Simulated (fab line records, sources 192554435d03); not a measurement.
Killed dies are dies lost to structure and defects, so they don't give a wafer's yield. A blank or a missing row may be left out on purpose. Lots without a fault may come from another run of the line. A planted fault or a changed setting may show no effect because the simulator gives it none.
Chamber matching | flow n5_finfet | N5_BEOL_M11_STRIP_19 on rie_diel-05: 4 sister chambers
The step strips in O2. 16 wafers are shown with their chamber, then 8 later ones without.

WAFERS WITH THEIR CHAMBER
wafer  | chamber | showerhead_plenum_p_Torr (Torr) | drypump_motor_current_A (A) | throttle_valve_pct (%)
L076.3 | 1       | 2.12                            | 6.3                         | 16.09
L076.4 | 3       | 2.18                            | 5.8                         | 16.93
L076.6 | 3       | 2.18                            | 5.9                         | 16.95
L079.4 | 1       | 2.12                            | 6.3                         | 16.08
L079.5 | 1       | 2.12                            | 6.3                         | 16.11
L079.6 | 2       | 2.15                            | 5.4                         | 16.79
L084.2 | 1       | 2.12                            | 6.2                         | 16.12
L084.4 | 0       | 2.00                            | 5.4                         | 16.76
L084.5 | 2       | 2.14                            | 5.4                         | 16.82
L086.1 | 1       | 2.11                            | 6.2                         | 16.14
L086.4 | 0       | 2.00                            | 5.4                         | 16.77
L086.5 | 1       | 2.11                            | 6.3                         | 16.17
L089.1 | 1       | 2.11                            | 6.3                         | 16.17
L089.4 | 3       | 2.17                            | 5.9                         | 17.00
L089.5 | 2       | 2.14                            | 5.4                         | 16.84
L090.2 | 0       | 2.00                            | 5.4                         | 16.75

SIGNATURES (means of the wafers above)
reading                  | chamber 0 | chamber 1 | chamber 2 | chamber 3 | scatter within a chamber
showerhead_plenum_p_Torr | 2.0000    | 2.1157    | 2.1433    | 2.1767    | 0.00504
drypump_motor_current_A  | 5.400     | 6.271     | 5.400     | 5.867     | 0.0418
throttle_valve_pct       | 16.7600   | 16.1257   | 16.8167   | 16.9600   | 0.0314
Rule: a wafer's distance from a chamber is the root of the sum, over the readings, of the square of ((its reading less the chamber's mean) divided by the reading's scatter). The wafer belongs to the nearest chamber; if the next one is less than 2 further off, it can't be placed. The scatter: the root of (the sum of the squares of (reading less its chamber's mean) over the shown wafers, divided by (wafers less chambers)).

WAFERS WITHOUT THEIR CHAMBER
wafer  | showerhead_plenum_p_Torr (Torr) | drypump_motor_current_A (A) | throttle_valve_pct (%)
L090.4 | 2.17                            | 5.9                         | 17.00
L090.6 | 2.11                            | 6.2                         | 16.15
L092.1 | 2.17                            | 5.9                         | 16.99
L092.4 | 2.00                            | 5.4                         | 16.76
L092.5 | 2.14                            | 5.4                         | 16.83
L096.1 | 1.99                            | 5.4                         | 16.79
L096.3 | 2.17                            | 5.9                         | 17.03
L096.4 | 2.11                            | 6.2                         | 16.18

WHICH CHAMBER EACH WENT THROUGH
wafer  | from the rows above | in truth
L090.4 | 3                   | 3
L090.6 | 1                   | 1
L092.1 | 3                   | 3
L092.4 | 0                   | 0
L092.5 | 2                   | 2
L096.1 | 0                   | 0
L096.3 | 3                   | 3
L096.4 | 1                   | 1
Placed correctly: 8 of 8. Can't be placed from these rows: 0. Placed wrongly: 0.
